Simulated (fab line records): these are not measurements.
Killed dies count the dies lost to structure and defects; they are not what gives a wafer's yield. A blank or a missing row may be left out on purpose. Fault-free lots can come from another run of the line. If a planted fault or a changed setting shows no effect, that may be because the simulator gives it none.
fab line records	flow n5_finfet
record: lots: 6	wafers: 18	last_day: 18
route steps=1938 shown BEOL_M8@1347 PASSIVATION@1936
lots that met no fault: from a run of the same line without faults
start_h: hours from the record's first day to the start of the lot's first wafer shown	wait_h: hours since the lot's step before	" identical to the entry in the row above	L1.1+2: one row covering several wafers at once	- either no value or no given start	* or withheld: withheld	< > ~ a bound
route shown NAME@n: NAME is a module with steps in the file, n the number in the route of the first one	usual: mean and standard deviation over wafers with no fault	same: alike in all rows	chamber/n: place in a boat	sites: each site's reading	_std_site: standard deviation of those values	_edge_site: inner sites' mean taken away from outer sites' mean	radius_mm: how far each site lies from the wafer's centre	mask NAME#n: copy n	behind: tool/chamber where the wafer was last shaped	hold: cause of the lot's hold/its duration in hours/its outcome	device: the transistor (n, p or np) that didn't switch	end of line: the tests these same wafers got at the end of their route	a step with no rows: only its recipe	killed: the dies lost at the first sort to structure and to defects; this is not the yield of the wafer	map: the dies of a wafer, with x for killed, . for not killed, _ for no die there
set.NAME: the run value of the setting; set.NAME@STEP: its run value at that earlier step	model.NAME: the simulator's own value behind a step, which no gauge read
a table for each step, a row for each wafer; lots at some steps of the route
services: the hour from which a tool's chamber was out of use, counted from the record's first day as start_h (under 0 if before that day), plus the number of hours and why
== steps ==
step: N5_BEOL_M8_INSPECT_13
recipe: mode: adi	inspect_instrument: brightfield
usual: raw_defect_count: 408/90
lot.wafer	tool	chamber	start_h	wait_h	raw_defect_count
L229.3	defect_inspect-01	-	254.82	0.0	398
L229.4	"	-	"	"	377
L229.5	"	-	"	"	442
L232.2	defect_inspect-01	-	254.98	0.0	455
L232.4	"	-	"	"	427
L232.6	"	-	"	"	387
L234.1	defect_inspect-01	-	255.20	0.0	368
L234.5	"	-	"	"	392
L234.6	"	-	"	"	395
L236.1	defect_inspect-01	-	264.01	0.0	477
L236.2	"	-	"	"	416
L236.5	"	-	"	"	586
L244.3	defect_inspect-02	-	318.58	0.0	525
L244.4	"	-	"	"	350
L244.6	"	-	"	"	313
L247.1	defect_inspect-02	-	348.19	0.0	456
L247.3	"	-	"	"	327
L247.4	"	-	"	"	337
step: N5_BEOL_M8_DESCUM_16
recipe: chemistry: O2	time_s: 7.9	source_power_w: 50	bias_power_w: 20	pressure_mtorr: 20	rf_frequency_hz: 2.712e+07	temp_c: 40	resist: CAR-ArF	o2_flow_sccm: 225
usual: drypump_motor_current_A: 6.0/0.44	oes_product_au: 0.82/0.097	rf_vpp_V: 243.6/1.5	showerhead_plenum_p_Torr: 2.11/0.075	throttle_valve_pct: 20.32/0.21
lot.wafer	tool	chamber	start_h	wait_h	drypump_motor_current_A	oes_product_au	rf_hours_counter_h	rf_vpp_V	showerhead_plenum_p_Torr	throttle_valve_pct
L229.3	rie_diel-02	1	254.85	0.0	6.4	0.81	84	242.8	2.12	20.49
L229.4	"	2	"	"	5.9	0.98	-	243.4	2.05	20.13
L229.5	"	1	"	"	6.4	0.81	-	244.9	2.12	20.48
L232.2	rie_diel-04	1	255.06	0.1	5.8	0.91	22	244.6	2.13	20.16
L232.4	"	0	"	"	5.9	0.85	66	244.5	2.20	20.55
L232.6	"	1	"	"	5.9	0.91	-	242.6	2.13	20.16
L234.1	rie_diel-06	2	255.29	0.1	4.9	0.69	242	244.0	2.08	20.60
L234.5	"	0	"	"	6.3	0.71	-	242.5	2.08	20.21
L234.6	"	3	"	"	6.4	0.75	-	244.7	2.19	20.52
L236.1	rie_diel-06	0	264.11	0.1	6.4	0.71	166	243.5	2.08	20.20
L236.2	"	1	"	"	5.7	0.78	122	240.6	2.03	20.33
L236.5	"	0	"	"	6.4	0.72	-	244.1	2.08	20.21
L244.3	rie_diel-02	3	318.61	0.0	6.8	0.90	22	241.9	2.03	20.40
L244.4	"	2	"	"	5.9	0.91	31	243.7	2.04	20.16
L244.6	"	2	"	"	5.9	0.91	-	243.6	2.04	20.14
L247.1	rie_diel-06	0	348.22	0.0	6.4	0.70	199	243.4	2.07	20.27
L247.3	"	1	"	"	5.7	0.75	155	240.9	2.02	20.37
L247.4	"	3	"	"	6.4	0.73	195	243.6	2.17	20.57
step: N5_BEOL_M8_ETCH_61
recipe: chemistry: CF4	target: SiARC	target_depth_a: 455	mask_material: CAR-ArF	time_s: 75.8	ion_energy_ev: 80	pressure_mtorr: 40	source_w: 545	bias_w: 36	Ar_flow_sccm: 100	cf4_flow_sccm: 100	ends: cleared
step: N5_BEOL_M8_ETCH_62
recipe: chemistry: N2/H2	target: SOC	target_depth_a: 1100	overetch_a: 220	mask_material: SiARC	temp_c: 40	time_s: 165	ion_energy_ev: 200	pressure_mtorr: 30	source_w: 840	bias_w: 150	n2_flow_sccm: 200	h2_flow_sccm: 200
usual: drypump_motor_current_A: 6.0/0.44	n2_flow_sccm: 200.0/0.58	oes_product_au: 0.70/0.073	rf_vpp_V: 524.4/2.6	showerhead_plenum_p_Torr: 2.56/0.1	throttle_valve_pct: 17.72/0.26
lot.wafer	tool	chamber	start_h	wait_h	drypump_motor_current_A	n2_flow_sccm	oes_product_au	rf_hours_counter_h	rf_vpp_V	showerhead_plenum_p_Torr	throttle_valve_pct
L229.3	rie_diel-02	1	254.94	0.0	6.3	199.3	0.69	84	524.3	2.56	17.69
L229.4	"	2	"	"	5.9	200.9	0.83	-	522.3	2.48	17.29
L229.5	"	1	"	"	6.3	199.3	0.69	-	523.8	2.56	17.71
L232.2	rie_diel-04	1	255.16	0.0	5.8	200.0	0.75	22	524.9	2.59	17.56
L232.4	"	0	"	"	5.9	199.8	0.72	66	528.0	2.70	18.16
L232.6	"	1	"	"	5.8	200.0	0.75	-	525.8	2.59	17.57
L234.1	rie_diel-06	2	255.38	0.0	4.9	200.7	0.60	242	521.9	2.51	18.08
L234.5	"	0	"	"	6.4	200.7	0.62	-	524.5	2.55	17.83
L234.6	"	3	"	"	6.4	200.5	0.65	-	526.7	2.65	17.93
L236.1	rie_diel-06	0	264.20	0.0	6.4	199.9	0.62	166	523.9	2.55	17.84
L236.2	"	1	"	"	5.7	200.2	0.66	122	523.0	2.45	17.70
L236.5	"	0	"	"	6.4	200.5	0.62	-	523.3	2.55	17.85
L244.3	rie_diel-02	3	318.70	0.0	6.8	200.2	0.76	22	521.2	2.47	17.79
L244.4	"	2	"	"	5.9	201.1	0.78	32	523.0	2.47	17.33
L244.6	"	2	"	"	5.9	199.6	0.78	-	523.9	2.47	17.34
L247.1	rie_diel-06	0	348.32	0.0	6.4	200.2	0.59	199	523.8	2.54	17.90
L247.3	"	1	"	"	5.8	200.2	0.64	155	521.3	2.44	17.75
L247.4	"	3	"	"	6.4	198.8	0.62	195	525.7	2.63	18.01
step: N5_BEOL_M8_STRIP_68
recipe: chemistry: N2/H2	temp_c: 40	n2_flow_sccm: 200	h2_flow_sccm: 200	rf_frequency_hz: 6e+07
step: N5_BEOL_M8_STRIP_67
recipe: chemistry: CF4	resist: SiARC	power_w: 300	bias_power_w: 75	pressure_mtorr: 50	cf4_flow_sccm: 150	rf_frequency_hz: 6e+07
step: N5_BEOL_M8_HM_OPEN_17
recipe: chemistry: Cl2/BCl3	target_depth_a: 200	overetch_a: 60	target: TiN	mask_material: SOC	ion_energy_ev: 150	pressure_mtorr: 10	icp_w: 1000	bias_w: 126	Cl2_flow_sccm: 53.25	bcl3_flow_sccm: 21.75	Ar_flow_sccm: 25
usual: drypump_motor_current_A: 5.7/0.4	mfc_ar_sccm: 25.00/0.073	oes_product_au: 0.70/0.1	throttle_valve_pct: 22.10/0.25
lot.wafer	tool	chamber	start_h	wait_h	drypump_motor_current_A	mfc_ar_sccm	oes_product_au	rf_hours_counter_h	throttle_valve_pct
L229.3	rie_metal-03	0	255.16	0.1	5.9	24.97	0.65	-	22.30
L229.4	"	1	"	"	5.3	25.00	0.82	-	22.23
L229.5	"	1	"	"	5.3	24.95	0.83	-	22.22
L232.2	rie_metal-03	1	255.34	0.0	5.3	24.99	0.82	0	22.23
L232.4	"	0	"	"	5.9	24.98	0.65	-	22.30
L232.6	"	1	"	"	5.3	24.96	0.82	-	22.26
L234.1	rie_metal-01	0	255.57	0.0	6.2	24.95	0.77	6	21.68
L234.5	"	0	"	"	6.2	25.07	0.77	-	21.69
L234.6	"	1	"	"	5.0	25.00	0.54	-	22.28
L236.1	rie_metal-01	1	264.38	0.0	5.0	25.09	0.53	114	22.26
L236.2	"	0	"	"	6.2	24.93	0.76	7	21.70
L236.5	"	1	"	"	5.0	25.00	0.53	-	22.27
L244.3	rie_metal-01	0	318.95	0.1	6.2	25.15	0.74	-	21.71
L244.4	"	0	"	"	6.2	25.08	0.74	-	21.70
L244.6	"	0	"	"	6.2	25.00	0.74	-	21.71
L247.1	rie_metal-02	0	348.50	0.0	5.8	25.08	0.74	15	22.21
L247.3	"	0	"	"	5.8	25.06	0.75	-	22.18
L247.4	"	1	"	"	5.8	24.96	0.76	-	22.12
step: N5_BEOL_M8_STRIP_19
recipe: chemistry: O2	power_w: 400	temp_c: 40	pressure_mtorr: 30	rf_frequency_hz: 6e+07	bias_power_w: 0	overash_fraction: 0.2	o2_flow_sccm: 225
usual: drypump_motor_current_A: 5.9/0.46	oes_product_au: 0.80/0.094	rf_vpp_V: 3.6/0.64	showerhead_plenum_p_Torr: 2.11/0.073	throttle_valve_pct: 16.58/0.2
lot.wafer	tool	chamber	start_h	wait_h	drypump_motor_current_A	oes_product_au	rf_hours_counter_h	rf_vpp_V	showerhead_plenum_p_Torr	throttle_valve_pct
L229.3	rie_diel-06	0	255.25	0.1	6.4	0.72	163	4.2	2.09	16.51
L229.4	"	2	"	"	4.9	0.69	242	3.5	2.08	16.82
L229.5	"	3	"	"	6.4	0.77	-	3.0	2.19	16.69
L232.2	rie_diel-02	2	255.46	0.1	5.9	0.96	8	3.0	2.05	16.31
L232.4	"	2	"	"	5.8	0.96	-	4.9	2.05	16.30
L232.6	"	0	"	"	5.8	0.69	-	3.6	2.01	16.73
L234.1	rie_diel-06	3	255.68	0.1	6.4	0.75	160	4.1	2.19	16.68
L234.5	"	2	"	"	4.9	0.69	-	3.0	2.08	16.82
L234.6	"	1	"	"	5.8	0.78	-	4.5	2.03	16.58
L236.1	rie_diel-04	2	264.50	0.1	6.0	0.79	108	3.5	2.18	16.60
L236.2	"	0	"	"	5.9	0.84	69	4.3	2.20	16.76
L236.5	"	1	"	"	5.9	0.90	-	4.0	2.13	16.41
L244.3	rie_diel-06	0	319.11	0.1	6.4	0.69	190	3.8	2.08	16.56
L244.4	"	3	"	"	6.4	0.74	186	4.0	2.18	16.73
L244.6	"	1	"	"	5.7	0.75	-	4.0	2.02	16.62
L247.1	rie_diel-02	3	348.61	0.1	6.8	0.88	33	3.4	2.03	16.65
L247.3	"	0	"	"	5.8	0.67	244	3.1	2.00	16.78
L247.4	"	1	"	"	6.3	0.78	118	4.6	2.11	16.74
step: N5_BEOL_M8_CD_MEAS_18
recipe: pitch_nm: 80	target_cd_nm: 40
usual: cd_nm: 40.0/0.74
lot.wafer	tool	chamber	start_h	wait_h	cd_nm
L229.3	cd_sem-02	-	255.32	0.1	38.7
L229.4	"	-	"	"	39.4
L229.5	"	-	"	"	38.3
L232.2	cd_sem-01	-	255.53	0.1	41.0
L232.4	"	-	"	"	39.9
L232.6	"	-	"	"	39.5
L234.1	cd_sem-02	-	255.75	0.0	39.4
L234.5	"	-	"	"	40.3
L234.6	"	-	"	"	40.6
L236.1	cd_sem-01	-	264.57	0.0	39.6
L236.2	"	-	"	"	40.3
L236.5	"	-	"	"	39.6
L244.3	cd_sem-03	-	319.19	0.1	39.9
L244.4	"	-	"	"	38.3
L244.6	"	-	"	"	39.9
L247.1	cd_sem-01	-	348.68	0.0	39.5
L247.3	"	-	"	"	40.4
L247.4	"	-	"	"	41.3
step: N5_BEOL_M8_COAT_63
recipe: resist: SOC	temp_c: 250	time_s: 60	spin_rpm: 1500	resist_thk_nm: 60
step: N5_BEOL_M8_COAT_64
recipe: resist: SiARC	temp_c: 220	time_s: 60	spin_rpm: 1500	resist_thk_nm: 12
step: N5_BEOL_M8_COAT_71
recipe: resist: underlayer	temp_c: 205	time_s: 60	spin_rpm: 1500	resist_thk_nm: 5
step: N5_BEOL_M8_COAT_22
recipe: resist: CAR-EUV	spin_rpm: 1500	resist_thk_nm: 30
usual: spin_speed_rpm: 1500.0/1.1
lot.wafer	tool	chamber	start_h	wait_h	spin_speed_rpm	model.CAR-EUV_of_BEOL_M8_COAT_22.thk_nm
L232.2	litho_track-03	0	256.91	-	1500.2	29.8
L232.4	"	0	"	"	1500.3	29.8
L232.6	"	0	"	"	1500.2	30
L234.1	litho_track-04	0	257.03	-	1498.2	30
L234.5	"	0	"	"	1501.0	30
L234.6	"	0	"	"	1497.9	30
L229.3	litho_track-05	0	257.04	-	1501.1	30
L229.4	"	0	"	"	1500.4	30
L229.5	"	0	"	"	1499.4	30
L236.1	litho_track-05	0	266.20	-	1501.7	30
L236.2	"	0	"	"	1501.0	30
L236.5	"	0	"	"	1500.3	29.8
L244.3	litho_track-03	0	319.29	-	1449.4	30.6
L244.4	"	0	"	"	1448.3	30.6
L244.6	"	0	"	"	1449.8	30.6
L247.1	litho_track-03	0	348.76	-	1448.8	30.4
L247.3	"	0	"	"	1449.1	30.4
L247.4	"	0	"	"	1447.9	30.4
step: N5_BEOL_M8_EBR_24
recipe: solvent: PGMEA	ebr_width_mm: 1.5
step: N5_BEOL_M8_SOFTBAKE_23
recipe: temp_c: 110	time_s: 60	resist: CAR-EUV
step: N5_BEOL_M8_EXPOSE_25
recipe: mask_id: V7	na: 0.33	source_shape: annular	sigma_inner: 0.4	sigma_outer: 0.8	polarization: unpolarized	target_cd_nm: 40	dose_mj: 42.5
step: N5_BEOL_M8_PEB_26
recipe: peb_temp_c: 100	peb_time_s: 60	resist: CAR-EUV
step: N5_BEOL_M8_DEVELOP_27
recipe: develop_time_s: 30	developer: TMAH	resist: CAR-EUV	rinse_liquid: surfactant_rinse	dry: air_spin	dev_temp_c: 23
step: N5_BEOL_M8_CD_MEAS_28
recipe: target_cd_nm: 40	landing_energy_ev: 500	detector: se_inlens
usual: cd_nm: 39.94/0.27
lot.wafer	tool	chamber	start_h	wait_h	cd_nm
L232.2	cd_sem-01	0	257.17	-	39.76
L232.4	"	0	"	"	39.97
L232.6	"	0	"	"	39.57
L234.1	cd_sem-03	0	257.30	-	39.88
L234.5	"	0	"	"	39.90
L234.6	"	0	"	"	40.22
L229.3	cd_sem-01	0	257.34	-	39.99
L229.4	"	0	"	"	39.43
L229.5	"	0	"	"	40.46
L236.1	cd_sem-01	0	266.49	-	40.03
L236.2	"	0	"	"	40.01
L236.5	"	0	"	"	39.67
L244.3	cd_sem-03	0	319.55	-	39.35
L244.4	"	0	"	"	39.82
L244.6	"	0	"	"	39.73
L247.1	cd_sem-03	0	349.02	-	39.71
L247.3	"	0	"	"	39.92
L247.4	"	0	"	"	39.55
step: N5_BEOL_M8_OVL_MEAS_29
recipe: points_per_wafer: 522
usual: V7_OVL: 0.1/0.79
lot.wafer	tool	chamber	start_h	wait_h	V7_OVL[nm]
L232.2	overlay-01	0	257.21	0.0	0.4
L232.4	"	0	"	"	0.9
L232.6	"	0	"	"	0.8
L234.1	overlay-02	0	257.33	0.0	-0.2
L234.5	"	0	"	"	0.0
L234.6	"	0	"	"	1.2
L229.3	overlay-01	0	257.38	0.0	1.1
L229.4	"	0	"	"	-0.9
L229.5	"	0	"	"	-0.1
L236.1	overlay-01	0	266.52	0.0	0.6
L236.2	"	0	"	"	-0.8
L236.5	"	0	"	"	0.0
L244.3	overlay-02	0	319.59	0.0	-0.5
L244.4	"	0	"	"	0.3
L244.6	"	0	"	"	0.6
L247.1	overlay-02	0	349.05	0.0	-0.2
L247.3	"	0	"	"	-0.2
L247.4	"	0	"	"	1.0
step: N5_BEOL_M8_INSPECT_30
recipe: mode: adi	inspect_instrument: brightfield
usual: raw_defect_count: 411/91
lot.wafer	tool	chamber	start_h	wait_h	raw_defect_count
L232.2	defect_inspect-01	-	257.26	0.0	429
L232.4	"	-	"	"	456
L232.6	"	-	"	"	427
L234.1	defect_inspect-01	-	257.38	0.1	404
L234.5	"	-	"	"	385
L234.6	"	-	"	"	359
L229.3	defect_inspect-01	-	257.43	0.0	407
L229.4	"	-	"	"	392
L229.5	"	-	"	"	435
L236.1	defect_inspect-01	-	266.58	0.1	484
L236.2	"	-	"	"	408
L236.5	"	-	"	"	578
L244.3	defect_inspect-02	-	319.64	0.0	486
L244.4	"	-	"	"	388
L244.6	"	-	"	"	299
L247.1	defect_inspect-02	-	349.11	0.1	468
L247.3	"	-	"	"	310
L247.4	"	-	"	"	343
step: N5_BEOL_M8_DESCUM_33
recipe: chemistry: O2	time_s: 7	source_power_w: 50	bias_power_w: 20	pressure_mtorr: 20	rf_frequency_hz: 2.712e+07	temp_c: 40	resist: CAR-EUV	o2_flow_sccm: 225
step: N5_BEOL_M8_ETCH_72
recipe: chemistry: N2/H2	target: underlayer	target_depth_a: 65	mask_material: CAR-EUV	time_s: 5.2	ion_energy_ev: 200	pressure_mtorr: 30	source_w: 840	bias_w: 150	n2_flow_sccm: 200	h2_flow_sccm: 200	ends: cleared
usual: drypump_motor_current_A: 6.0/0.43	etch_rf_on_time_s: 5.28/0.15	n2_flow_sccm: 199.9/0.57	oes_product_au: 0.69/0.079	rf_vpp_V: 524.2/2.8	showerhead_plenum_p_Torr: 2.55/0.098	throttle_valve_pct: 17.73/0.27
lot.wafer	tool	chamber	start_h	wait_h	drypump_motor_current_A	etch_rf_on_time_s	n2_flow_sccm	oes_product_au	rf_hours_counter_h	rf_vpp_V	showerhead_plenum_p_Torr	throttle_valve_pct
L232.2	rie_diel-06	1	257.33	0.0	5.8	5.46	199.8	0.66	120	519.2	2.45	17.72
L232.4	"	3	"	"	6.4	5.28	199.9	0.65	160	525.7	2.65	17.99
L232.6	"	3	"	"	6.4	5.23	200.8	0.64	-	526.9	2.65	17.95
L234.1	rie_diel-02	0	257.45	0.0	5.8	5.45	199.5	0.59	211	519.8	2.40	17.69
L234.5	"	1	"	"	6.4	5.49	199.8	0.68	-	525.9	2.56	17.74
L234.6	"	0	"	"	5.8	5.44	199.8	0.59	-	521.8	2.40	17.70
L229.3	rie_diel-04	2	257.50	0.0	6.0	5.15	200.2	0.68	105	525.9	2.66	17.89
L229.4	"	1	"	"	5.8	5.18	199.7	0.76	22	522.0	2.59	17.58
L229.5	"	2	"	"	6.0	5.12	200.0	0.69	-	528.7	2.66	17.89
L236.1	rie_diel-06	1	266.65	0.0	5.7	5.41	200.6	0.65	123	522.6	2.45	17.72
L236.2	"	3	"	"	6.4	5.21	200.9	0.64	164	526.0	2.65	17.97
L236.5	"	1	"	"	5.8	5.41	201.2	0.65	-	521.1	2.45	17.74
L244.3	rie_diel-06	3	319.71	0.0	6.4	5.27	200.2	0.62	186	525.8	2.64	18.01
L244.4	"	2	"	"	4.9	4.96	200.3	0.82	10	520.5	2.51	17.78
L244.6	"	2	"	"	4.9	4.93	200.1	0.83	-	522.7	2.51	17.75
L247.1	rie_diel-04	3	349.18	0.0	5.9	4.86	200.4	0.77	48	529.1	2.70	17.25
L247.3	"	0	"	"	5.9	5.53	199.3	0.67	99	529.4	2.69	18.25
L247.4	"	2	"	"	6.0	5.14	200.3	0.66	138	526.3	2.65	17.93
step: N5_BEOL_M8_ETCH_65
recipe: chemistry: CF4	target: SiARC	target_depth_a: 156	mask_material: CAR-EUV	time_s: 26	ion_energy_ev: 80	pressure_mtorr: 40	source_w: 545	bias_w: 36	Ar_flow_sccm: 100	cf4_flow_sccm: 100	ends: cleared
usual: drypump_motor_current_A: 6.0/0.43	etch_rf_on_time_s: 26.4/0.76	mfc_ar_sccm: 100.03/0.29	oes_product_au: 0.69/0.079	rf_vpp_V: 184.1/1.1	showerhead_plenum_p_Torr: 2.15/0.074	throttle_valve_pct: 15.51/0.16
lot.wafer	tool	chamber	start_h	wait_h	drypump_motor_current_A	etch_rf_on_time_s	mfc_ar_sccm	oes_product_au	rf_hours_counter_h	rf_vpp_V	showerhead_plenum_p_Torr	throttle_valve_pct	model.CAR-EUV_of_BEOL_M8_COAT_22.thk_nm
L232.2	rie_diel-06	1	257.35	0.0	5.8	27.7	99.69	0.66	120	182.2	2.07	15.47	11
L232.4	"	3	"	"	6.4	26.4	100.16	0.65	160	183.9	2.23	15.60	11
L232.6	"	3	"	"	6.4	26.3	100.16	0.65	-	185.2	2.23	15.60	11.2
L234.1	rie_diel-02	0	257.47	0.0	5.7	27.0	100.12	0.59	211	183.2	2.03	15.53	11
L234.5	"	1	"	"	6.3	26.7	100.03	0.68	-	184.8	2.17	15.57	11
L234.6	"	0	"	"	5.7	27.1	100.50	0.60	-	183.9	2.03	15.54	11
L229.3	rie_diel-04	2	257.51	0.0	5.9	25.7	100.06	0.69	105	184.9	2.24	15.62	11
L229.4	"	1	"	"	5.8	26.0	99.49	0.76	22	183.5	2.17	15.31	11.2
L229.5	"	2	"	"	5.9	25.5	100.39	0.68	-	185.8	2.24	15.62	11
L236.1	rie_diel-06	1	266.67	0.0	5.8	27.1	100.05	0.65	123	181.3	2.07	15.48	11.2
L236.2	"	3	"	"	6.4	26.1	99.84	0.65	164	185.5	2.23	15.62	11.2
L236.5	"	1	"	"	5.8	27.4	100.12	0.65	-	183.9	2.07	15.47	11.2
L244.3	rie_diel-06	3	319.72	0.0	6.4	26.5	100.19	0.63	186	183.7	2.22	15.65	11.8
L244.4	"	2	"	"	4.9	25.2	99.96	0.82	10	184.5	2.10	15.23	11.6
L244.6	"	2	"	"	4.9	25.2	100.03	0.82	-	183.8	2.10	15.21	11.6
L247.1	rie_diel-04	3	349.20	0.0	5.9	23.8	99.87	0.77	49	185.4	2.28	15.16	11.4
L247.3	"	0	"	"	5.9	27.0	100.11	0.67	99	184.8	2.21	15.66	11.4
L247.4	"	2	"	"	6.0	25.8	100.48	0.66	138	184.2	2.23	15.69	11.6
step: N5_BEOL_M8_ETCH_66
recipe: chemistry: N2/H2	target: SOC	target_depth_a: 800	overetch_a: 160	mask_material: SiARC	temp_c: 40	time_s: 120	ion_energy_ev: 200	pressure_mtorr: 30	source_w: 840	bias_w: 150	n2_flow_sccm: 200	h2_flow_sccm: 200
step: N5_PASSIVATION_PROBE_49
usual: defect_limited_yield: 91.5/1.4	killed_at_M0_to_M3: 32/11	killed_at_M4_up: 12/4.4	killed_at_contacts: 13/6.1	killed_at_front_end: 39/12	killed_at_other: 3.9/3	killed_dies: 100/17	killed_open: 66/12	killed_short: 33/7.4	sort_bin_4_leakage: 0.03/0.14	sort_bin_5_function: 5.0/0.95	sort_bin_6_memory: 3.2/0.66	sort_bin_8_speed: 0.0/0.33	sort_n_pass: 1079/17	sort_yield_pct: 91.4/1.5
same: gross_dies: 1180	killed_at_back_side: 0
lot.wafer	tool	chamber	start_h	wait_h	defect_limited_yield[%]	killed_at_M0_to_M3	killed_at_M4_up	killed_at_contacts	killed_at_front_end	killed_at_other	killed_dies	killed_open	killed_short	sort_bin_4_leakage[%]	sort_bin_5_function[%]	sort_bin_6_memory[%]	sort_bin_8_speed[%]	sort_n_pass	sort_yield_pct[%]
L234.1	prober-02	-	331.98	0.0	88.4	32	18	23	60	4	137	100	37	0	6.9	4.2	0	1043	88.4
L234.5	prober-02	-	332.18	0.2	89.9	22	11	20	63	3	119	81	38	0	4.7	5.1	0	1061	89.9
L234.6	prober-02	-	332.23	0.3	89.5	42	21	21	35	5	124	78	45	0	5.4	4.6	0	1056	89.5
L236.1	prober-02	-	340.18	0.0	92.8	44	3	17	21	0	85	46	34	0	3.9	3.2	0	1095	92.8
killed by level:class
L234.1 MOL_CONTACT_COAG:geometric_particle:open=20 FIN_SAQP:geometric_particle:open=18 STI_FIN_REVEAL:geometric_particle:open=16 FIN_SAQP:geometric_particle:short=12 BEOL_M4:geometric_particle:open=9 BEOL_M0_SAQP:geometric_particle:short=7 BEOL_M0_SAQP:geometric_particle:open=6 BEOL_M2:geometric_particle:open=6
L234.5 STI_FIN_REVEAL:geometric_particle:open=27 MOL_CONTACT_COAG:geometric_particle:open=15 FIN_SAQP:geometric_particle:open=8 STI_FIN_REVEAL:geometric_particle:short=7 MOL_CONTACT_COAG:geometric_particle:short=5 FIN_SAQP:geometric_particle:short=4 BEOL_M0_SAQP:geometric_particle:short=4 DUMMY_GATE:geometric_particle:open=3
L234.6 MOL_CONTACT_COAG:geometric_particle:open=16 BEOL_M0_SAQP:geometric_particle:open=11 FIN_SAQP:geometric_particle:short=10 BEOL_M0_SAQP:geometric_particle:short=10 BEOL_M4:geometric_particle:open=9 FIN_SAQP:geometric_particle:open=8 BEOL_M1:geometric_particle:open=8 MOL_CONTACT_COAG:geometric_particle:short=5
L236.1 MOL_CONTACT_COAG:geometric_particle:open=12 BEOL_M2:geometric_particle:short=9 BEOL_M2:geometric_particle:open=9 BEOL_M0_SAQP:geometric_particle:short=8 BEOL_M0_SAQP:geometric_particle:open=8 FIN_SAQP:geometric_particle:short=6 BEOL_M3:geometric_particle:open=6 FIN_SAQP:geometric_particle:open=5
== services ==
tool	chamber	start_h	hours	kind
rie_metal-03	1	231.34	-	clean
rie_metal-03	1	231.34	21.0	scheduled_down
rie_metal-03	1	231.34	21.0	vent_cycle
rie_diel-02	3	235.38	-	clean
rie_diel-02	3	235.38	-	consumable_replace:focus_ring
rie_diel-02	3	235.38	20.2	scheduled_down
rie_diel-02	3	235.38	20.2	vent_cycle
rie_metal-02	1	242.07	-	clean
rie_metal-02	1	242.07	20.0	scheduled_down
rie_metal-02	1	242.07	20.0	vent_cycle
litho_track-04	-	256.17	-	consumable_replace:filter
rie_diel-06	2	274.97	-	clean
rie_diel-06	2	274.97	-	consumable_replace:focus_ring
rie_diel-06	2	274.97	20.6	scheduled_down
rie_diel-06	2	274.97	20.6	vent_cycle
rie_metal-03	0	277.46	1.2	repair
rie_diel-06	-	279.75	0.6	repair
rie_metal-02	0	281.18	8.2	repair
rie_metal-01	-	282.30	2.8	pm
rie_metal-01	1	313.16	2.2	repair
litho_track-05	-	315.33	-	consumable_replace:filter
rie_metal-02	-	342.30	1.0	repair
== key ==
first_sign: step: N5_BEOL_M8_COAT_22	reading: spin_speed_rpm	direction: down	sigmas: 47	usual: *	struck: *
effect none on later readings
model_effect: step: N5_BEOL_M8_COAT_22	value: CAR-EUV_of_BEOL_M8_COAT_22.thk_nm	without: 29.97	struck: 30.5
model_effect: step: N5_BEOL_M8_ETCH_65	value: CAR-EUV_of_BEOL_M8_COAT_22.thk_nm	without: 11.1	struck: 11.57
met_at N5_BEOL_M8_COAT_22
struck_wafers L244.3,L244.4,L244.6,L247.1,L247.3,L247.4
onset_between 256.91 319.29
fault: kind: process_parameter_drift	tool: litho_track-03	chamber: -	onset_h: 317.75	steps: N5_BEOL_M8_COAT_22	channel: spin_rpm	offset: *	shape: step	end_h: 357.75	acts_in: *	stated: *
